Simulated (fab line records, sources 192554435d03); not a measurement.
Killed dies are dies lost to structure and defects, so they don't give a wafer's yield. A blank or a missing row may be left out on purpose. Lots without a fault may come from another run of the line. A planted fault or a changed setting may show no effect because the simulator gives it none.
fab line records | flow n5_finfet | part 1 of 2: steps 1 to 22 of 34
record lots=5 wafers=15 last_day=17
route steps=1938 shown SPACER0@258 SD_EPI_N@262
lots that met no fault: from a run of the same line without faults
start_h: hours from the record's first day to the start of the lot's first wafer shown | wait_h: hours since the lot's step before | " the same as in the row above | L1.1+2: a row that stands for several wafers | - no value, or no start given | * or withheld: withheld | < > ~ a bound
route shown NAME@n: a module of which the file shows steps, and the number in the route of the first | usual: mean/standard deviation of fault-free wafers | same: alike in all rows | chamber/n: place in a boat | sites: the reading at each site | _std_site: their standard deviation | _edge_site: outer sites' mean less inner sites' | radius_mm: how far each site lies from the wafer's centre | mask NAME#n: copy n | behind: the tool/chamber that last shaped the wafer | hold: why the lot was held/for how many hours/how that ended | device: the transistor (n, p or np) that didn't switch | end of line: the same wafers' tests at the end of the route | a step without rows: its recipe alone | killed: dies lost to structure and defects at the first sort, not the wafer's yield | map: a wafer's dies, x killed, . not, _ none there
set.NAME: the setting as run; set.NAME@STEP: as run at that earlier step | model.NAME: the simulator's own value behind a step, which no gauge read
lots at some steps of the route; a table a step, a row a wafer
services: from which hour (start_h, from the record's first day; less than 0 if before it) a tool's chamber was out of use, for how many hours, and why
## steps
# step N5_SPACER0_ALD_07
# recipe material=SiNx target_thk_a=20 temp_c=400 ald_precursor_family=SiH2I2 ald_co_reactant=N2/H2-plasma pressure_torr=2
# usual heater_power_w=850/83
# columns lot.wafer tool chamber start_h wait_h heater_power_w
L078.2 ald_sin-01 2 71.28 0.0 858
L078.4 " 0 " " 848
L078.5 " 1 " " 827
L084.1 ald_sin-02 0 108.84 0.0 735
L084.3 " 1 " " 1033
L084.5 " 0 " " 724
L085.1 ald_sin-02 0 115.26 0.0 749
L085.2 " 2 " " 901
L085.6 " 3 " " 921
L089.4 ald_sin-01 0 136.91 0.0 855
L089.5 " 2 " " 836
L089.6 " 1 " " 844
L091.1 ald_sin-03 3 177.16 0.0 855
L091.3 " 1 " " 775
L091.5 " 1 " " 764
# step N5_SPACER0_ALD_00
# recipe material=SiOCN target_thk_a=35 temp_c=400 ald_precursor_family=alkyl-aminosilane ald_co_reactant=O2/N2-plasma pulse_time_s=3 purge_time_s=2 co_reactant_purge_time_s=2 ald_cycles=58 pressure_torr=2
# usual heater_power_w=851/86 precursor_pulse_height_rel=0.998/0.019
# columns lot.wafer tool chamber start_h wait_h heater_power_w precursor_pulse_height_rel
L078.2 ald_sin-01 2 71.43 0.1 817 0.988
L078.4 " 0 " " 843 0.978
L078.5 " 1 " " 845 0.990
L084.1 ald_sin-02 0 109.00 0.1 707 0.996
L084.3 " 1 " " 1001 0.984
L084.5 " 0 " " 707 1.003
L085.1 ald_sin-02 0 115.41 0.1 741 1.003
L085.2 " 2 " " 960 0.990
L085.6 " 3 " " 937 0.973
L089.4 ald_sin-01 0 137.07 0.1 840 1.009
L089.5 " 2 " " 837 0.986
L089.6 " 1 " " 860 0.997
L091.1 ald_sin-03 3 177.32 0.1 856 0.972
L091.3 " 1 " " 784 1.001
L091.5 " 1 " " 768 1.001
# step N5_SPACER0_ALD_08
# recipe material=SiNx target_thk_a=20 temp_c=400 ald_precursor_family=SiH2I2 ald_co_reactant=N2/H2-plasma pressure_torr=2
# usual heater_power_w=849/83
# columns lot.wafer tool chamber start_h wait_h heater_power_w
L078.2 ald_sin-01 2 71.69 0.1 836
L078.4 " 0 " " 871
L078.5 " 1 " " 852
L084.1 ald_sin-02 0 109.25 0.1 718
L084.3 " 1 " " 1007
L084.5 " 0 " " 748
L085.1 ald_sin-02 0 115.67 0.1 733
L085.2 " 2 " " 938
L085.6 " 3 " " 950
L089.4 ald_sin-01 0 137.32 0.1 837
L089.5 " 2 " " 850
L089.6 " 1 " " 867
L091.1 ald_sin-03 3 177.57 0.1 874
L091.3 " 1 " " 780
L091.5 " 1 " " 777
# step N5_SPACER0_INSPECT_04
# recipe inspect_instrument=darkfield mode=post_dep
# usual raw_defect_count=137/34
# columns lot.wafer tool chamber start_h wait_h raw_defect_count
L078.2 defect_inspect-02 - 71.85 0.1 107
L078.4 " - " " 117
L078.5 " - " " 152
L084.1 defect_inspect-02 - 109.41 0.1 158
L084.3 " - " " 126
L084.5 " - " " 140
L085.1 defect_inspect-02 - 115.83 0.1 184
L085.2 " - " " 166
L085.6 " - " " 189
L089.4 defect_inspect-01 - 137.48 0.1 131
L089.5 " - " " 152
L089.6 " - " " 174
L091.1 defect_inspect-01 - 177.73 0.1 119
L091.3 " - " " 120
L091.5 " - " " 136
# step N5_SD_EPI_N_COAT_32
# recipe resist=SOC temp_c=250 time_s=60 spin_rpm=1500 resist_thk_nm=350
# columns lot.wafer tool chamber start_h wait_h
L078.2+4+5 litho_track-01 0 71.88 0.0
L084.1+3+5 litho_track-01 0 109.44 0.0
L085.1+2+6 litho_track-01 0 115.86 0.0
L089.4+5+6 litho_track-01 0 137.51 0.0
L091.1+3+5 litho_track-04 0 177.76 0.0
# step N5_SD_EPI_N_COAT_33
# recipe resist=SiARC temp_c=220 time_s=60 spin_rpm=1500 resist_thk_nm=35
# columns lot.wafer tool chamber start_h wait_h
L078.2+4+5 litho_track-01 0 - -
L084.1+3+5 litho_track-01 0 - -
L085.1+2+6 litho_track-01 0 - -
L089.4+5+6 litho_track-01 0 - -
L091.1+3+5 litho_track-04 0 - -
# step N5_SD_EPI_N_COAT_03
# recipe resist=CAR-ArF-block spin_rpm=1500 resist_thk_nm=150
# columns lot.wafer tool chamber start_h wait_h
L078.2+4+5 litho_track-01 0 - -
L084.1+3+5 litho_track-01 0 - -
L085.1+2+6 litho_track-01 0 - -
L089.4+5+6 litho_track-01 0 - -
L091.1+3+5 litho_track-04 0 - -
# step N5_SD_EPI_N_EBR_05
# recipe solvent=PGMEA ebr_width_mm=1.5
# columns lot.wafer tool chamber start_h wait_h
L078.2+4+5 litho_track-01 0 - -
L084.1+3+5 litho_track-01 0 - -
L085.1+2+6 litho_track-01 0 - -
L089.4+5+6 litho_track-01 0 - -
L091.1+3+5 litho_track-04 0 - -
# step N5_SD_EPI_N_SOFTBAKE_04
# recipe temp_c=110 time_s=60 resist=CAR-ArF-block
# columns lot.wafer tool chamber start_h wait_h
L078.2+4+5 litho_track-01 0 - -
L084.1+3+5 litho_track-01 0 - -
L085.1+2+6 litho_track-01 0 - -
L089.4+5+6 litho_track-01 0 - -
L091.1+3+5 litho_track-04 0 - -
# step N5_SD_EPI_N_EXPOSE_06
# recipe mask_id=SD_N_BLK na=1.35 source_shape=conventional sigma_outer=0.8 polarization=unpolarized target_cd_nm=120 dose_mj=39.75
# columns lot.wafer tool chamber start_h wait_h mask
L078.2+4+5 arfi_scanner-03 0 72.16 - SD_N_BLK#0
L084.1+3+5 arfi_scanner-03 0 109.56 - SD_N_BLK#0
L085.1+2+6 arfi_scanner-01 0 116.10 - SD_N_BLK#0
L089.4+5+6 arfi_scanner-02 0 137.77 - SD_N_BLK#0
L091.1+3+5 arfi_scanner-02 0 178.01 - SD_N_BLK#0
# step N5_SD_EPI_N_PEB_07
# recipe peb_temp_c=110 peb_time_s=60 resist=CAR-ArF-block
# columns lot.wafer tool chamber start_h wait_h
L078.2+4+5 litho_track-01 0 72.22 0.0
L084.1+3+5 litho_track-05 0 109.62 0.1
L085.1+2+6 litho_track-05 0 116.16 0.1
L089.4+5+6 litho_track-01 0 137.82 0.0
L091.1+3+5 litho_track-01 0 178.06 0.1
# step N5_SD_EPI_N_DEVELOP_08
# recipe develop_time_s=30 developer=TMAH resist=CAR-ArF-block dev_temp_c=23 rinse_liquid=diw dry=air_spin
# columns lot.wafer tool chamber start_h wait_h
L078.2+4+5 litho_track-01 0 - -
L084.1+3+5 litho_track-05 0 - -
L085.1+2+6 litho_track-05 0 - -
L089.4+5+6 litho_track-01 0 - -
L091.1+3+5 litho_track-01 0 - -
# step N5_SD_EPI_N_CD_MEAS_09
# recipe target_cd_nm=120 landing_energy_ev=500 detector=se_inlens
# usual cd_nm=119.5/0.68
# columns lot.wafer tool chamber start_h wait_h cd_nm
L078.2 cd_sem-02 0 72.28 - 118.2
L078.4 " 0 " " 118.8
L078.5 " 0 " " 118.1
L084.1 cd_sem-01 0 109.68 - 119.2
L084.3 " 0 " " 120.4
L084.5 " 0 " " 119.0
L085.1 cd_sem-01 0 116.23 - 119.1
L085.2 " 0 " " 119.3
L085.6 " 0 " " 119.3
L089.4 cd_sem-03 0 137.88 - 118.9
L089.5 " 0 " " 119.8
L089.6 " 0 " " 119.5
L091.1 cd_sem-02 0 178.13 - 119.5
L091.3 " 0 " " 120.0
L091.5 " 0 " " 120.1
# step N5_SD_EPI_N_OVL_MEAS_10
# recipe points_per_wafer=44
# usual SD_N_BLK_OVL=0.0/0.84
# columns lot.wafer tool chamber start_h wait_h SD_N_BLK_OVL[nm]
L078.2 overlay-02 0 72.31 0.0 -1.2
L078.4 " 0 " " -1.4
L078.5 " 0 " " -0.5
L084.1 overlay-02 0 109.71 0.0 -0.2
L084.3 " 0 " " -0.3
L084.5 " 0 " " 0.1
L085.1 overlay-02 0 116.26 0.0 1.0
L085.2 " 0 " " 0.3
L085.6 " 0 " " 0.5
L089.4 overlay-01 0 137.91 0.0 -0.6
L089.5 " 0 " " 1.0
L089.6 " 0 " " -1.3
L091.1 overlay-02 0 178.16 0.0 0.4
L091.3 " 0 " " 0.9
L091.5 " 0 " " -0.2
# step N5_SD_EPI_N_INSPECT_11
# recipe mode=adi inspect_instrument=macro
# usual raw_defect_count=2.0/1.4
# columns lot.wafer tool chamber start_h wait_h raw_defect_count
L078.2 defect_inspect-02 - 72.34 0.0 0
L078.4 " - " " 1
L078.5 " - " " 2
L084.1 defect_inspect-01 - 109.74 0.0 1
L084.3 " - " " 1
L084.5 " - " " 6
L085.1 defect_inspect-02 - 116.28 0.0 3
L085.2 " - " " 0
L085.6 " - " " 1
L089.4 defect_inspect-01 - 137.94 0.0 2
L089.5 " - " " 4
L089.6 " - " " 4
L091.1 defect_inspect-02 - 178.18 0.0 0
L091.3 " - " " 4
L091.5 " - " " 3
# step N5_SD_EPI_N_DESCUM_14
# recipe chemistry=O2 time_s=7.9 source_power_w=50 bias_power_w=20 pressure_mtorr=20 rf_frequency_hz=2.712e+07 temp_c=40 resist=CAR-ArF-block o2_flow_sccm=225
# usual drypump_motor_current_A=5.6/0.5 oes_product_au=0.76/0.073 rf_vpp_V=243.3/1.5 showerhead_plenum_p_Torr=2.11/0.087 throttle_valve_pct=20.48/0.26
# columns lot.wafer tool chamber start_h wait_h drypump_motor_current_A oes_product_au rf_hours_counter_h rf_vpp_V showerhead_plenum_p_Torr throttle_valve_pct
L078.2 rie_diel-06 1 72.37 0.0 5.8 0.80 104 242.5 2.03 20.44
L078.4 " 3 " " 6.0 0.83 - 244.7 2.23 20.65
L078.5 " 1 " " 5.8 0.81 - 241.9 2.03 20.43
L084.1 rie_diel-05 3 109.77 0.0 5.6 0.69 197 244.4 2.16 20.75
L084.3 " 0 " " 6.5 0.77 141 242.6 2.00 20.33
L084.5 " 0 " " 6.5 0.77 - 242.5 2.00 20.34
L085.1 rie_diel-06 1 116.32 0.0 5.8 0.79 121 242.7 2.02 20.46
L085.2 " 0 " " 5.9 0.97 6 244.8 2.22 20.28
L085.6 " 3 " " 6.0 0.80 - 245.5 2.22 20.67
L089.4 rie_diel-05 0 137.98 0.0 6.4 0.76 154 241.2 2.00 20.35
L089.5 " 1 " " 5.1 0.70 - 244.4 2.17 20.87
L089.6 " 0 " " 6.4 0.76 - 241.1 2.00 20.34
L091.1 rie_diel-06 2 178.37 0.2 4.9 0.68 238 241.9 2.08 20.21
L091.3 " 1 " " 5.8 0.77 140 242.4 2.01 20.49
L091.5 " 2 " " 4.9 0.68 - 242.6 2.08 20.19
# step N5_SD_EPI_N_ETCH_34
# recipe chemistry=CF4 target=SiARC target_depth_a=455 mask_material=CAR-ArF-block time_s=75.8 ion_energy_ev=80 pressure_mtorr=40 source_w=545 bias_w=36 Ar_flow_sccm=100 cf4_flow_sccm=100 ends=cleared
# usual drypump_motor_current_A=5.6/0.5 etch_rf_on_time_s=76.0/1.8 mfc_ar_sccm=100.0/0.3 oes_product_au=0.65/0.062 rf_vpp_V=184.2/1.4 showerhead_plenum_p_Torr=2.15/0.079 throttle_valve_pct=15.65/0.22
# columns lot.wafer tool chamber start_h wait_h drypump_motor_current_A etch_rf_on_time_s mfc_ar_sccm oes_product_au rf_hours_counter_h rf_vpp_V showerhead_plenum_p_Torr throttle_valve_pct
L078.2 rie_diel-06 1 72.41 0.0 5.8 78.0 100.5 0.68 104 182.5 2.08 15.61
L078.4 " 3 " " 6.0 73.8 100.1 0.71 - 186.4 2.25 15.61
L078.5 " 1 " " 5.8 77.4 99.6 0.68 - 183.5 2.08 15.62
L084.1 rie_diel-05 3 109.81 0.0 5.6 77.2 100.2 0.61 197 186.2 2.20 15.93
L084.3 " 0 " " 6.4 79.3 99.8 0.64 141 183.4 2.06 15.53
L084.5 " 0 " " 6.5 79.1 99.8 0.64 - 181.6 2.06 15.52
L085.1 rie_diel-06 1 116.35 0.0 5.8 77.3 99.7 0.67 121 181.5 2.08 15.64
L085.2 " 0 " " 5.9 72.5 100.4 0.83 6 185.5 2.29 15.60
L085.6 " 3 " " 6.0 73.5 100.0 0.70 - 184.5 2.24 15.64
L089.4 rie_diel-05 0 138.02 0.0 6.4 78.7 100.0 0.64 154 183.5 2.05 15.57
L089.5 " 1 " " 5.2 75.9 99.7 0.60 - 186.0 2.20 15.97
L089.6 " 0 " " 6.4 78.6 100.2 0.64 - 183.0 2.05 15.56
L091.1 rie_diel-06 2 178.40 0.0 4.9 77.2 100.4 0.58 238 181.9 2.11 15.43
L091.3 " 1 " " 5.8 77.7 100.2 0.65 140 184.4 2.07 15.68
L091.5 " 2 " " 4.9 77.9 100.5 0.57 - 182.2 2.11 15.42
# step N5_SD_EPI_N_ETCH_35
# recipe chemistry=N2/H2 target=SOC overetch_a=1080 mask_material=SiARC temp_c=40 ion_energy_ev=100 source_w=3000 bias_w=133 pressure_mtorr=20 time_s=486 n2_flow_sccm=200 h2_flow_sccm=200
# usual drypump_motor_current_A=5.7/0.5 oes_product_au=0.68/0.06 rf_vpp_V=240.9/1.5 showerhead_plenum_p_Torr=2.55/0.099 throttle_valve_pct=23.70/0.23
# columns lot.wafer tool chamber start_h wait_h drypump_motor_current_A oes_product_au rf_hours_counter_h rf_vpp_V showerhead_plenum_p_Torr throttle_valve_pct
L078.2 rie_diel-06 1 72.46 0.0 5.8 0.72 104 239.8 2.46 23.75
L078.4 " 3 " " 6.0 0.73 - 241.5 2.69 23.74
L078.5 " 1 " " 5.8 0.72 - 239.9 2.46 23.73
L084.1 rie_diel-05 3 109.86 0.0 5.6 0.64 197 242.5 2.60 23.75
L084.3 " 0 " " 6.4 0.68 141 239.0 2.44 23.57
L084.5 " 0 " " 6.4 0.69 - 238.8 2.44 23.59
L085.1 rie_diel-06 1 116.41 0.0 5.8 0.71 121 239.7 2.45 23.76
L085.2 " 0 " " 5.8 0.86 7 242.4 2.72 23.95
L085.6 " 3 " " 6.0 0.72 - 242.5 2.68 23.78
L089.4 rie_diel-05 0 138.07 0.0 6.4 0.68 154 240.5 2.44 23.61
L089.5 " 1 " " 5.1 0.63 - 241.9 2.60 23.83
L089.6 " 0 " " 6.5 0.67 - 239.8 2.44 23.59
L091.1 rie_diel-06 2 178.46 0.0 5.0 0.61 238 241.5 2.50 23.48
L091.3 " 1 " " 5.8 0.70 140 240.2 2.44 23.78
L091.5 " 2 " " 4.9 0.61 - 239.2 2.50 23.49
# step N5_SD_EPI_N_STRIP_36
# recipe chemistry=N2/H2 temp_c=40 n2_flow_sccm=200 h2_flow_sccm=200 rf_frequency_hz=6e+07
# columns lot.wafer tool chamber start_h wait_h
L078.2+4+5 rie_diel-06 1,3,1 72.78 0.2
L084.1+3+5 rie_diel-05 3,0,0 110.18 0.2
L085.1+2+6 rie_diel-06 1,0,3 116.72 0.2
L089.4+5+6 rie_diel-05 0,1,0 138.39 0.2
L091.1+3+5 rie_diel-06 2,1,2 178.77 0.2
# step N5_SD_EPI_N_ETCHBACK_44
# recipe chemistry=CH3F/O2 mode=anisotropic_etchback target=SiNx target_depth_a=145 stop_on=SiO2 over_etch_frac=0.3 ion_energy_ev=120 pressure_mtorr=30 source_w=395 bias_w=73 Ar_flow_sccm=150 CH3F_flow_sccm=30 O2_flow_sccm=20
# usual drypump_motor_current_A=5.6/0.5 mfc_ar_sccm=150.0/0.44 oes_product_au=0.65/0.057 rf_vpp_V=300/7.1 showerhead_plenum_p_Torr=2.01/0.077 throttle_valve_pct=16.38/0.24
# columns lot.wafer tool chamber start_h wait_h drypump_motor_current_A mfc_ar_sccm oes_product_au rf_hours_counter_h rf_vpp_V showerhead_plenum_p_Torr throttle_valve_pct
L078.2 rie_diel-06 1 72.79 0.0 5.8 150.2 0.69 104 308 1.94 16.37
L078.4 " 3 " " 6.0 150.4 0.70 - 294 2.11 16.36
L078.5 " 1 " " 5.8 150.1 0.68 - 308 1.94 16.35
L084.1 rie_diel-05 3 110.19 0.0 5.6 149.9 0.61 198 299 2.05 16.59
L084.3 " 0 " " 6.4 149.7 0.65 141 294 1.92 16.32
L084.5 " 0 " " 6.5 150.2 0.66 - 292 1.92 16.31
L085.1 rie_diel-06 1 116.73 0.0 5.8 149.5 0.67 121 309 1.94 16.38
L085.2 " 0 " " 5.8 149.9 0.82 7 289 2.14 16.28
L085.6 " 3 " " 6.0 151.0 0.69 - 295 2.10 16.39
L089.4 rie_diel-05 0 138.40 0.0 6.4 150.0 0.65 154 293 1.92 16.32
L089.5 " 1 " " 5.1 149.6 0.60 - 309 2.07 16.78
L089.6 " 0 " " 6.4 149.5 0.65 - 294 1.92 16.35
L091.1 rie_diel-06 2 178.78 0.0 5.0 150.7 0.58 238 303 1.96 16.08
L091.3 " 1 " " 5.8 150.4 0.66 140 307 1.93 16.43
L091.5 " 2 " " 5.0 150.9 0.59 - 303 1.96 16.06
# step N5_SD_EPI_N_ETCH_45
# recipe chemistry=CH3F/O2 target=SiOCN target_depth_a=60 mask_material=SOC ion_energy_ev=60 bias_w=29 pressure_mtorr=15 source_w=410 Ar_flow_sccm=150 CH3F_flow_sccm=30 O2_flow_sccm=20
# usual drypump_motor_current_A=5.6/0.5 mfc_ar_sccm=149.9/0.46 oes_product_au=0.76/0.07 rf_vpp_V=127.4/1.2 showerhead_plenum_p_Torr=2.01/0.077 throttle_valve_pct=23.33/0.28
# columns lot.wafer tool chamber start_h wait_h drypump_motor_current_A mfc_ar_sccm oes_product_au rf_hours_counter_h rf_vpp_V showerhead_plenum_p_Torr throttle_valve_pct
L078.2 rie_diel-06 1 72.89 0.1 5.8 150.1 0.80 104 127.1 1.94 23.39
L078.4 " 3 " " 6.0 149.4 0.82 - 128.3 2.10 23.43
L078.5 " 1 " " 5.8 150.2 0.81 - 126.5 1.94 23.40
L084.1 rie_diel-05 3 110.29 0.1 5.5 149.6 0.71 198 127.3 2.05 23.50
L084.3 " 0 " " 6.4 149.6 0.75 141 125.5 1.92 23.29
L084.5 " 0 " " 6.4 150.3 0.75 - 126.5 1.92 23.28
L085.1 rie_diel-06 1 116.83 0.1 5.8 149.8 0.78 121 126.5 1.93 23.40
L085.2 " 0 " " 5.8 150.8 0.96 7 129.0 2.13 23.28
L085.6 " 3 " " 6.1 150.5 0.81 - 129.2 2.09 23.45
L089.4 rie_diel-05 0 138.50 0.1 6.4 149.6 0.75 154 126.8 1.91 23.30
L089.5 " 1 " " 5.1 150.4 0.71 - 126.5 2.06 23.78
L089.6 " 0 " " 6.4 150.3 0.75 - 126.0 1.91 23.30
L091.1 rie_diel-06 2 178.88 0.1 4.9 149.9 0.68 238 128.5 1.96 22.85
L091.3 " 1 " " 5.8 150.2 0.77 140 127.3 1.92 23.41
L091.5 " 2 " " 4.9 149.5 0.68 - 125.5 1.96 22.88
# step N5_SD_EPI_N_ETCH_16
# recipe chemistry=CHF3/O2 target=SiO2 target_depth_a=50 mask_material=SOC pressure_mtorr=30 source_w=650 bias_w=170 Ar_flow_sccm=200 CHF3_flow_sccm=50 O2_flow_sccm=5 ion_energy_ev=200
# usual drypump_motor_current_A=5.7/0.5 mfc_ar_sccm=200.0/0.6 oes_product_au=0.76/0.071 rf_vpp_V=528/13 showerhead_plenum_p_Torr=2.42/0.09 throttle_valve_pct=18.93/0.25
# columns lot.wafer tool chamber start_h wait_h drypump_motor_current_A mfc_ar_sccm oes_product_au rf_hours_counter_h rf_vpp_V showerhead_plenum_p_Torr throttle_valve_pct
L078.2 rie_diel-06 1 72.99 0.1 5.8 199.7 0.80 104 543 2.34 18.90
L078.4 " 3 " " 6.0 199.6 0.82 - 519 2.53 18.94
L078.5 " 1 " " 5.8 200.6 0.80 - 544 2.34 18.90
L084.1 rie_diel-05 3 110.39 0.1 5.5 199.4 0.71 198 527 2.47 19.11
L084.3 " 0 " " 6.5 198.6 0.76 141 518 2.33 18.88
L084.5 " 0 " " 6.5 199.9 0.76 - 516 2.33 18.88
L085.1 rie_diel-06 1 116.93 0.1 5.8 199.9 0.79 121 543 2.33 18.94
L085.2 " 0 " " 5.8 199.9 0.98 7 507 2.57 18.91
L085.6 " 3 " " 6.0 200.0 0.80 - 517 2.53 18.96
L089.4 rie_diel-05 0 138.60 0.1 6.5 199.4 0.75 154 516 2.32 18.89
L089.5 " 1 " " 5.2 200.0 0.70 - 542 2.49 19.33
L089.6 " 0 " " 6.4 200.1 0.75 - 518 2.32 18.90
L091.1 rie_diel-06 2 178.98 0.1 5.0 199.9 0.68 238 534 2.36 18.52
L091.3 " 1 " " 5.8 200.3 0.77 140 541 2.33 18.97
L091.5 " 2 " " 4.9 200.1 0.69 - 533 2.36 18.53
